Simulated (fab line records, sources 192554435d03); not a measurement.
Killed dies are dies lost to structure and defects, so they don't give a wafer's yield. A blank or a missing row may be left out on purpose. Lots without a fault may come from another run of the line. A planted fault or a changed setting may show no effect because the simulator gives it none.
fab line records | flow n5_finfet
record lots=12 wafers=34 last_day=17
route steps=1938 shown FIN_CUT@164 STI_FIN_REVEAL@184 PASSIVATION@1936
lots that met no fault: from a run of the same line without faults
start_h: hours from the record's first day to the start of the lot's first wafer shown | wait_h: hours since the lot's step before | " the same as in the row above | L1.1+2: a row that stands for several wafers | - no value, or no start given | * or withheld: withheld | < > ~ a bound
route shown NAME@n: a module of which the file shows steps, and the number in the route of the first | usual: mean/standard deviation of fault-free wafers | same: alike in all rows | chamber/n: place in a boat | sites: the reading at each site | _std_site: their standard deviation | _edge_site: outer sites' mean less inner sites' | radius_mm: how far each site lies from the wafer's centre | mask NAME#n: copy n | behind: the tool/chamber that last shaped the wafer | hold: why the lot was held/for how many hours/how that ended | device: the transistor (n, p or np) that didn't switch | end of line: the same wafers' tests at the end of the route | a step without rows: its recipe alone | killed: dies lost to structure and defects at the first sort, not the wafer's yield | map: a wafer's dies, x killed, . not, _ none there
set.NAME: the setting as run; set.NAME@STEP: as run at that earlier step | model.NAME: the simulator's own value behind a step, which no gauge read
steps of the route over a sample of lots; a table a step, a row a wafer
services: from which hour (start_h, from the record's first day; less than 0 if before it) a tool's chamber was out of use, for how many hours, and why
## steps
# step N5_FIN_CUT_OVL_MEAS_09
# recipe points_per_wafer=522
# usual FIN_CUT_OVL=0.1/0.65
# columns lot.wafer tool chamber start_h wait_h FIN_CUT_OVL[nm]
L168.1 overlay-01 0 32.17 0.0 0.9
L168.2 " 0 " " -0.8
L168.3 " 0 " " 0.4
L169.1 overlay-01 0 39.12 0.0 0.2
L169.2 " 0 " " 0.6
L169.4 " 0 " " -0.2
L172.1 overlay-02 0 57.30 0.0 0.2
L172.6 " 0 " " 0.1
L174.1 overlay-01 0 68.93 0.0 -0.1
L174.3 " 0 " " 0.4
L180.1 overlay-02 0 108.32 0.0 1.3
L180.5 " 0 " " 0.5
L180.6 " 0 " " 0.8
L181.1 overlay-01 0 114.94 0.0 0.3
L181.4 " 0 " " 0.6
L181.5 " 0 " " 1.2
L183.3 overlay-01 0 124.47 0.0 0.0
L183.5 " 0 " " 0.9
L183.6 " 0 " " 0.1
L185.2 overlay-01 0 134.69 0.0 0.4
L185.4 " 0 " " 0.6
L185.6 " 0 " " -0.2
L186.1 overlay-01 0 142.73 0.0 0.3
L186.4 " 0 " " 0.4
L186.6 " 0 " " 0.5
L187.1 overlay-02 0 147.47 0.0 -0.4
L187.2 " 0 " " -0.1
L187.6 " 0 " " -0.2
L188.3 overlay-01 0 155.62 0.0 -1.2
L188.5 " 0 " " -0.5
L188.6 " 0 " " -0.8
L189.1 overlay-02 0 157.84 0.0 0.1
L189.4 " 0 " " 0.4
L189.6 " 0 " " 0.0
# step N5_FIN_CUT_STRIP_24
# recipe chemistry=CF4 resist=SiARC power_w=300 bias_power_w=75 pressure_mtorr=50 cf4_flow_sccm=150 rf_frequency_hz=6e+07
# usual drypump_motor_current_A=5.50/0.26 oes_product_au=0.77/0.075 rf_vpp_V=271.4/1.4 showerhead_plenum_p_Torr=1.81/0.05 throttle_valve_pct=13.55/0.26
# columns lot.wafer tool chamber start_h wait_h drypump_motor_current_A oes_product_au rf_hours_counter_h rf_vpp_V showerhead_plenum_p_Torr throttle_valve_pct
L168.1 rie_diel-01 1 32.79 0.0 5.45 0.72 210 271.6 1.84 13.51
L168.2 " 3 " " 5.15 0.93 10 271.8 1.82 13.55
L168.3 " 2 " " 5.80 0.71 190 271.5 1.85 14.03
L169.1 rie_diel-06 1 39.65 0.0 5.32 0.71 170 271.7 1.79 13.69
L169.2 " 0 " " 5.78 0.73 182 271.6 1.80 13.81
L169.4 " 2 " " 5.42 0.75 143 273.3 1.88 13.42
L172.1 rie_diel-01 2 57.81 0.0 5.75 0.70 197 272.8 1.85 14.03
L172.6 " 2 " " 5.78 0.70 - 271.6 1.85 14.03
L174.1 rie_diel-02 0 69.60 0.0 5.12 0.71 200 272.2 1.84 13.63
L174.3 " 3 " " 5.34 0.78 121 268.7 1.72 13.53
L180.1 rie_diel-02 0 108.95 0.0 5.09 0.70 212 273.1 1.83 13.65
L180.5 " 2 " " 5.82 0.86 - 271.5 1.82 13.09
L180.6 " 1 " " 5.67 0.86 - 270.1 1.75 13.43
L181.1 rie_diel-02 0 115.45 0.0 5.11 0.70 214 273.0 1.83 13.66
L181.4 " 2 " " 5.84 0.85 58 272.7 1.82 13.11
L181.5 " 3 " " 5.33 0.77 - 267.6 1.72 13.55
L183.3 rie_diel-06 3 124.97 0.0 5.89 0.87 49 274.3 1.88 13.10
L183.5 " 2 " " 5.41 0.74 - 272.4 1.87 13.48
L183.6 " 1 " " 5.30 0.70 - 270.1 1.78 13.74
L185.2 rie_diel-02 3 135.20 0.0 5.31 0.77 142 269.8 1.72 13.58
L185.4 " 1 " " 5.66 0.84 48 270.9 1.75 13.46
L185.6 " 1 " " 5.65 0.84 - 271.1 1.75 13.48
L186.1 rie_diel-06 2 143.24 0.0 5.41 0.73 168 271.4 1.87 13.46
L186.4 " 0 " " 5.82 0.70 215 271.3 1.80 13.87
L186.6 " 2 " " 5.41 0.73 - 273.9 1.87 13.48
L187.1 rie_diel-06 2 147.98 0.0 5.42 0.72 170 271.6 1.87 13.48
L187.2 " 0 " " 5.77 0.70 217 270.8 1.79 13.90
L187.6 " 2 " " 5.43 0.73 - 271.5 1.87 13.48
L188.3 rie_diel-01 3 156.11 0.0 5.15 0.86 46 272.2 1.81 13.63
L188.5 " 0 " " 5.43 0.77 - 269.5 1.73 13.63
L188.6 " 1 " " 5.47 0.69 - 273.3 1.83 13.57
L189.1 rie_diel-01 0 158.56 0.0 5.43 0.76 146 268.0 1.72 13.62
L189.4 " 2 " " 5.74 0.68 227 272.7 1.84 14.11
L189.6 " 3 " " 5.14 0.85 - 272.0 1.81 13.63
# step N5_STI_FIN_REVEAL_ALD_14
# recipe material=Si3N4 target_thk_a=30 temp_c=400 ald_precursor_family=SiH2I2 ald_co_reactant=N2/H2-plasma pressure_torr=2
# usual heater_power_w=856/110
# columns lot.wafer tool chamber start_h wait_h heater_power_w
L168.1 ald_sin-03 2 33.38 0.0 893
L168.2 " 1 " " 910
L168.3 " 0 " " 738
L169.1 ald_sin-01 0 40.25 0.0 846
L169.2 " 2 " " 696
L169.4 " 1 " " 924
L172.1 ald_sin-01 2 58.44 0.0 708
L172.6 " 2 " " 709
L174.1 ald_sin-02 3 70.46 0.0 716
L174.3 " 0 " " 750
L180.1 ald_sin-02 3 109.53 0.0 700
L180.5 " 0 " " 747
L180.6 " 1 " " 940
L181.1 ald_sin-02 2 116.38 0.0 874
L181.4 " 2 " " 871
L181.5 " 1 " " 954
L183.3 ald_sin-01 2 125.56 0.0 714
L183.5 " 0 " " 807
L183.6 " 1 " " 924
L185.2 ald_sin-03 3 137.36 0.0 917
L185.4 " 3 " " 919
L185.6 " 1 " " 900
L186.1 ald_sin-02 3 145.74 0.0 694
L186.4 " 0 " " 741
L186.6 " 1 " " 934
L187.1 ald_sin-03 0 148.75 0.0 775
L187.2 " 2 " " 879
L187.6 " 0 " " 777
L188.3 ald_sin-03 2 156.75 0.0 870
L188.5 " 3 " " 922
L188.6 " 0 " " 767
L189.1 ald_sin-03 1 159.14 0.0 894
L189.4 " 2 " " 901
L189.6 " 2 " " 868
# step N5_STI_FIN_REVEAL_RECESS_09
# recipe chemistry=HF/NH3 target=SiO2 afs_cycles=11 target_depth_a=425 temp_c=30 sublimation_temp_c=180 sublimation_time_s=60
# usual drypump_motor_current_A=5.6/0.37 temp_c=29.97/0.1
# columns lot.wafer tool chamber start_h wait_h drypump_motor_current_A temp_c
L168.1 vapor_etch-01 1 39.43 0.0 5.9 29.89
L168.2 " 0 " " 6.0 29.91
L168.3 " 1 " " 5.9 29.93
L169.1 vapor_etch-01 0 46.97 0.0 6.0 30.05
L169.2 " 1 " " 5.9 29.89
L169.4 " 1 " " 5.9 29.99
L172.1 vapor_etch-02 0 64.28 0.0 5.2 29.87
L172.6 " 0 65.34 1.1 5.2 30.13
L174.1 vapor_etch-02 1 76.29 0.0 5.2 30.00
L174.3 " 1 " " 5.2 30.07
L180.1 vapor_etch-01 1 115.37 0.0 5.9 29.95
L180.5 " 1 116.43 1.1 5.9 30.03
L180.6 " 0 " " 6.0 29.95
L181.1 vapor_etch-01 0 122.30 0.0 6.0 29.88
L181.4 " 0 " " 6.0 29.89
L181.5 " 0 " " 6.0 29.98
L183.3 vapor_etch-01 1 132.17 0.6 5.9 30.16
L183.5 " 1 " " 6.0 30.04
L183.6 " 0 " " 6.0 29.98
L185.2 vapor_etch-01 0 143.29 0.1 6.0 29.96
L185.4 " 1 " " 5.9 29.84
L185.6 " 1 " " 5.9 29.89
L186.1 vapor_etch-01 0 151.56 0.0 6.0 30.23
L186.4 " 1 " " 5.9 29.90
L186.6 " 1 " " 5.9 29.84
L187.1 vapor_etch-02 0 154.62 0.0 5.3 29.98
L187.2 " 1 " " 5.2 29.79
L187.6 " 1 155.68 1.1 5.2 29.84
L188.3 vapor_etch-02 0 163.24 0.6 5.2 29.84
L188.5 " 0 " " 5.2 30.01
L188.6 " 1 " " 5.3 29.92
L189.1 vapor_etch-02 0 165.15 0.0 5.2 29.96
L189.4 " 1 " " 5.2 29.70
L189.6 " 0 " " 5.2 30.08
# step N5_STI_FIN_REVEAL_FIN_H_MEAS_10
# usual trench_depth_nm=51.9/0.72
# columns lot.wafer tool chamber start_h wait_h trench_depth_nm
L168.1 ocd-01 - 42.19 0.0 52.0
L168.2 " - " " 51.6
L168.3 " - " " 51.1
L169.1 ocd-01 - 49.68 0.0 50.6
L169.2 " - " " 52.4
L169.4 " - " " 52.0
L172.1 ocd-01 - 67.51 0.0 36.1
L172.6 " - " " 52.0
L174.1 ocd-02 - 79.58 0.0 35.5
L174.3 " - " " 34.2
L180.1 ocd-02 - 118.07 0.0 52.2
L180.5 " - " " 52.2
L180.6 " - " " 53.1
L181.1 ocd-02 - 124.99 0.0 52.2
L181.4 " - " " 51.7
L181.5 " - " " 52.6
L183.3 ocd-02 - 134.38 0.0 53.2
L183.5 " - " " 53.5
L183.6 " - " " 51.7
L185.2 ocd-01 - 146.02 0.0 52.2
L185.4 " - " " 51.4
L185.6 " - " " 50.8
L186.1 ocd-02 - 154.30 0.0 51.1
L186.4 " - " " 52.2
L186.6 " - " " 52.2
L187.1 ocd-01 - 157.32 0.0 52.7
L187.2 " - " " 52.6
L187.6 " - " " 51.3
L188.3 ocd-02 - 165.44 0.0 53.1
L188.5 " - " " 53.1
L188.6 " - " " 51.5
L189.1 ocd-02 - 167.85 0.0 51.5
L189.4 " - " " 51.6
L189.6 " - " " 51.9
# step N5_PASSIVATION_PROBE_49
# usual killed_at_M0_to_M3=34/11 killed_at_M4_up=14/5.7 killed_at_contacts=14/6.9 killed_at_front_end=40/11 killed_at_other=4/3.1 killed_dies=105/17 killed_open=70/13 killed_short=34/7.6
# same gross_dies=1180 killed_at_back_side=0
# columns lot.wafer tool chamber start_h wait_h killed_at_M0_to_M3 killed_at_M4_up killed_at_contacts killed_at_front_end killed_at_other killed_dies killed_open killed_short
L180.5 prober-01 - 348.60 0.4 52 5 18 37 2 114 73 41
# killed by level:class
L180.5 BEOL_M1:geometric_particle:open=16 BEOL_M0_SAQP:geometric_particle:short=14 MOL_CONTACT_COAG:geometric_particle:open=13 STI_FIN_REVEAL:geometric_particle:open=11 BEOL_M0_SAQP:geometric_particle:open=11 FIN_SAQP:geometric_particle:short=7 FIN_SAQP:geometric_particle:open=5 MOL_CONTACT_COAG:geometric_particle:short=5
## services
# columns tool chamber start_h hours kind
ald_sin-03 - 15.42 1.7 repair
vapor_etch-02 - 40.62 10.0 pm
ald_sin-03 3 41.01 7.4 repair
ald_sin-02 0 52.12 9.3 repair
ald_sin-01 3 57.64 - calibration
vapor_etch-01 - 64.55 0.1 repair
ald_sin-01 0 75.08 15.8 repair
ald_sin-01 - 86.57 14.0 pm
ald_sin-01 1 86.57 14.0 vent_cycle
ald_sin-01 2 86.57 14.0 vent_cycle
ald_sin-01 3 86.57 14.0 vent_cycle
ald_sin-01 0 100.57 - clean
ald_sin-01 1 100.57 - clean
ald_sin-01 2 100.57 - clean
ald_sin-01 3 100.57 - clean
rie_diel-06 2 125.43 12.1 repair
ald_sin-03 2 129.97 7.7 repair
vapor_etch-02 - 134.11 19.1 repair
rie_diel-02 3 142.67 1.8 repair
rie_diel-01 2 164.28 2.8 repair
## key
first_sign step=N5_STI_FIN_REVEAL_FIN_H_MEAS_10 reading=trench_depth_nm direction=down sigmas=23 usual=51.9 struck=35.3
effect none on later readings
met_at N5_STI_FIN_REVEAL_RECESS_09
struck_lots L172,L174
struck_wafers L172.1,L174.1,L174.3
tester_left_out L172,L174
not_acting_at N5_FIN_CUT_OVL_MEAS_09,N5_FIN_CUT_STRIP_24,N5_STI_FIN_REVEAL_ALD_14
fault kind=process_parameter_drift tool=vapor_etch-02 chamber=- onset_h=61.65 steps=N5_STI_FIN_REVEAL_RECESS_09 channel=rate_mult offset=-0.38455 shape=step end_h=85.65 scope=struck_wafers_only
# tester_left_out: of these lots the tester's yield and bins aren't shown, on N5 and GAA mostly nor the transistor test; their killed dies are dies lost to structure and defects alone, not to doping, threshold or leakage, so they don't give the yield
